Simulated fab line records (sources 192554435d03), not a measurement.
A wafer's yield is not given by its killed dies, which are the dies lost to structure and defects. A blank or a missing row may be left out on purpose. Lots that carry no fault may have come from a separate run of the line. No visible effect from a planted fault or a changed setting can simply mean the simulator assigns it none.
Problem report, 8D (eight disciplines) form, completed by code / flow n5 finfet / the parts of the form that need people (team, actions taken, sign-off) are left out

1. PROBLEM STATEMENT
Wafers without a fault read 189, standard deviation 47; raw defect count at N5_FIN_SAQP_INSPECT_40 reads a mean of 777 on 9 wafers belonging to 3 lots. That is +13 standard deviations from the usual mean.
The step: inspects for defects (brightfield).
First observed at day 3 21:22: wafer L713.2, on defect inspect-01. The record has a number at this step for 24 wafers belonging to 8 lots. Rule for "out" (also "out of limits"): further than 4 standard deviations from the usual mean. The rest of the wafers with a number are treated as sound.

2. WHAT IT IS; WHAT IT IS NOT
question=which readings at this step | is=raw defect count | is not=-
question=which lots | is=L713, L714, L715 | is not=L707, L716, L723, L727, L729
question=which wafers of those lots | is=all that have a number | is not=-
question=read on which gauges | is=defect inspect-01 | is not=defect inspect-02
question=when | is=from day 3 21:22 | is not=up to then (3 sound wafers); but 12 sound wafers of L716, L723, L727, L729 came after

3. SUSPECTS, AND WHAT RULES EACH OUT
Counting: a tool at any process step up to the reading remains a suspect when it ran all the lots that are out and ran no sound lot after the first of those.
- the gauge at N5_FIN_SAQP_INSPECT_40: kept. All the wafers that are out were read on defect inspect-01, and no step on other tools shows them out.
- rie si-03 at N5_FIN_SAQP_MANDREL_ETCH_58 (etches a-Si in HBr/Cl2, stops on SiNx, target depth 45 nm, bt time 10 s, time 27 s): kept. It ran every lot that is out, first L713 (day 3 19:12), and no sound lot after that; its last sound lot up to then is L707 (day 2 05:50).
- rie diel-01 at N5_FIN_SAQP_HM_OPEN_33 (chemistry CH3F/O2, target SiNx, target depth 49.4 nm, time 70.6 s): ruled out as a lasting fault. Following L713 (day 3 20:47), the first lot on it that is out, the sound lots L716, L723, L727, L729 were run on it.
- rie diel-01 at N5_FIN_SAQP_STRIP_77 (strips in N2/H2, time 90 s): ruled out as a lasting fault. Following L713 (day 3 20:53), the first lot on it that is out, the sound lots L716, L723, L727, L729 were run on it.
- cd sem-01 at N5_FIN_SAQP_HM_CD_35 (target cd 8 nm): ruled out as a lasting fault. Following L713 (day 3 21:01), the first lot on it that is out, the sound lots L727, L729 were run on it.
After counting, rie si-03 at N5_FIN_SAQP_MANDREL_ETCH_58 and defect inspect-01 at N5_FIN_SAQP_INSPECT_40 remain.

4. THE CAUSE (what the simulator had put in)
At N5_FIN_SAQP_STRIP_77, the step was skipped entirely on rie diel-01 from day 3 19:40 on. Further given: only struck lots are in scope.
Counting ruled it out, wrongly: the rule takes a fault to strike every lot that its tool runs from its start on, and this one did not.

5. SEQUENCE OF EFFECTS, ordered by route
Each row: a reading where the mean over the struck wafers with a number is more than 3 standard deviations away from the usual. Only readings for which the record gives a usual standard deviation are gone through. hours: the time from each lot's start at the first step in this table that gives one to its start at this step, as a median over the lots. sigmas: the change in usual standard deviations.
hours=0; step=N5_FIN_SAQP_INSPECT_40; reading=raw defect count; usual=189; on struck wafers=777; change=+588; sigmas=+13
hours=0; step=N5_FIN_CUT_INSPECT_10; reading=raw defect count; usual=35; on struck wafers=221; change=+186; sigmas=+21
hours=1; step=N5_FIN_CUT_INSPECT_17; reading=raw defect count; usual=191; on struck wafers=771; change=+580; sigmas=+12
Readings that are blank on the struck wafers while sound wafers have them: bias power w at N5_FIN_SAQP_STRIP_77; chamber pressure mTorr at N5_FIN_SAQP_STRIP_77; drypump motor current A at N5_FIN_SAQP_STRIP_77; oes product au at N5_FIN_SAQP_STRIP_77; rf vpp V at N5_FIN_SAQP_STRIP_77; showerhead plenum p Torr at N5_FIN_SAQP_STRIP_77; throttle valve pct at N5_FIN_SAQP_STRIP_77.
At these later measuring or inspecting steps, every struck wafer for which the step has a row has a number for every such reading, and none has moved that far: N5_BEOL_M4_RC_MEAS_101.

6. WHAT WOULD HAVE CAUGHT IT SOONER
The first out-of-limits reading at a measuring or inspecting step in this record came at day 3 21:22, 2 hours after the fault's start at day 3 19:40.
At N5_FIN_SAQP_STRIP_77 the tool's readings are blank on the struck wafers, where sound wafers have them: an empty tool record is the first sign, and it was there at once.
